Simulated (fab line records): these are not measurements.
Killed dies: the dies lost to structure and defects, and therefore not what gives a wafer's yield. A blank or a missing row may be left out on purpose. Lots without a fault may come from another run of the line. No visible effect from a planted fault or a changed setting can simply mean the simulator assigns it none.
Split-lot trial + flow n5-finfet + 21 wafers read across 7 lots, on a route 1938 steps long

ON THE SPLIT
At N5_HKMG_FIN_PEB_10 (peb time 60 s), the setting peb-time-s was moved away from the recipe's 60 s on 6 of the 21 wafers read, by -16.5% to +17.2%. The other wafers ran this setting at the recipe's value.

SPLIT TO READING: what lies between them in the file, 1 step
- N5_HKMG_FIN_DEVELOP_11: develop time 30 s

THE READING
At N5_HKMG_FIN_CD_MEAS_12: cd-nm in nanometres, against a target cd of 92.8 nm. Fault-free wafers of this fab line usually give 92.6 nm, standard deviation 0.61 nm.

| wafer  | tool, chamber at the split | peb-time-s as run, s | against the recipe | cd-nm, nm | against lot-mates on the recipe |
|--------|----------------------------|----------------------|--------------------|-----------|---------------------------------|
| L075.1 | litho-track-04, 0          | 60                   | recipe             | 92.0      | -                               |
| L075.4 | litho-track-04, 0          | 60                   | recipe             | 92.2      | -                               |
| L075.5 | litho-track-04, 0          | 56.45                | -5.9%              | 90.7      | -1.4                            |
| L083.2 | litho-track-03, 0          | 70.35                | +17.2%             | 98.7      | +5.7                            |
| L083.4 | litho-track-03, 0          | 70.35                | +17.2%             | 99.1      | +6.1                            |
| L083.6 | litho-track-03, 0          | 60                   | recipe             | 93.0      | -                               |
| L082.1 | litho-track-05, 0          | 60                   | recipe             | 93.1      | -                               |
| L082.4 | litho-track-05, 0          | 69.18                | +15.3%             | 97.3      | +4.9                            |
| L082.5 | litho-track-05, 0          | 60                   | recipe             | 91.7      | -                               |
| L090.1 | litho-track-04, 0          | 60                   | recipe             | 92.3      | -                               |
| L090.3 | litho-track-04, 0          | 60                   | recipe             | 92.6      | -                               |
| L090.6 | litho-track-04, 0          | 50.11                | -16.5%             | 86.4      | -6.0                            |
| L092.1 | litho-track-03, 0          | 60                   | recipe             | 93.0      | -                               |
| L092.2 | litho-track-03, 0          | 60                   | recipe             | 92.7      | -                               |
| L092.4 | litho-track-03, 0          | 53.9                 | -10.2%             | 89.5      | -3.3                            |
| L094.1 | litho-track-03, 0          | 60                   | recipe             | 93.5      | -                               |
| L094.2 | litho-track-03, 0          | 60                   | recipe             | 91.9      | -                               |
| L094.6 | litho-track-03, 0          | 60                   | recipe             | 91.9      | -                               |
| L096.2 | litho-track-05, 0          | 60                   | recipe             | 93.8      | -                               |
| L096.4 | litho-track-05, 0          | 60                   | recipe             | 93.6      | -                               |
| L096.6 | litho-track-05, 0          | 60                   | recipe             | 93.4      | -                               |

FIT RESULTS
A straight line over all 21 wafers: cd-nm changes by +0.349 nm for each +1% of peb-time-s; r = +0.97; the points scatter about the line by 0.64 nm.
The same after taking each lot's own level away (the mean of its wafers on the recipe; 21 wafers): +0.339 nm for each +1%; r = +0.99; scatter 0.44 nm.
The reading moves by 5.9 nm for the largest change in peb-time-s, on that fit.
The span of the lots' own levels, 92.10 to 93.60 nm, comes to 2.5 times the standard deviation stated above.
Hence the lot-to-lot level has little effect on the slope; both slopes agree.
Check: with one of the wafers moved furthest among these (+17.2%) left out of the fit, the line predicts +5.91 nm for it against its lot-mates. Against them it came out at +5.7 nm.

THE OTHER SPLITS THESE WAFERS WENT THROUGH
Before the reading, these wafers also passed through other splits. Each is held against what the fit with the lots' levels taken away leaves over:
| other split on the same wafers | wafers away from the commonest value | r with cd-nm (lot level and that fit taken away) |
|--------------------------------|--------------------------------------|--------------------------------------------------|
| N5_SD_EPI_N_PRECLEAN_49 temp-c | 6                                    | -0.01                                            |
| N5_HKMG_FIN_PEB_47 peb-time-s  | 9                                    | -0.07                                            |
| N5_HKMG_FIN_ETCH_55 bias-w     | 8                                    | -0.05                                            |
| N5_HKMG_FIN_COAT_29 spin-rpm   | 10                                   | +0.07                                            |

FILE'S OWN FIT
cd-nm changes by +0.338 nm for each +1% of peb-time-s, r = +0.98.
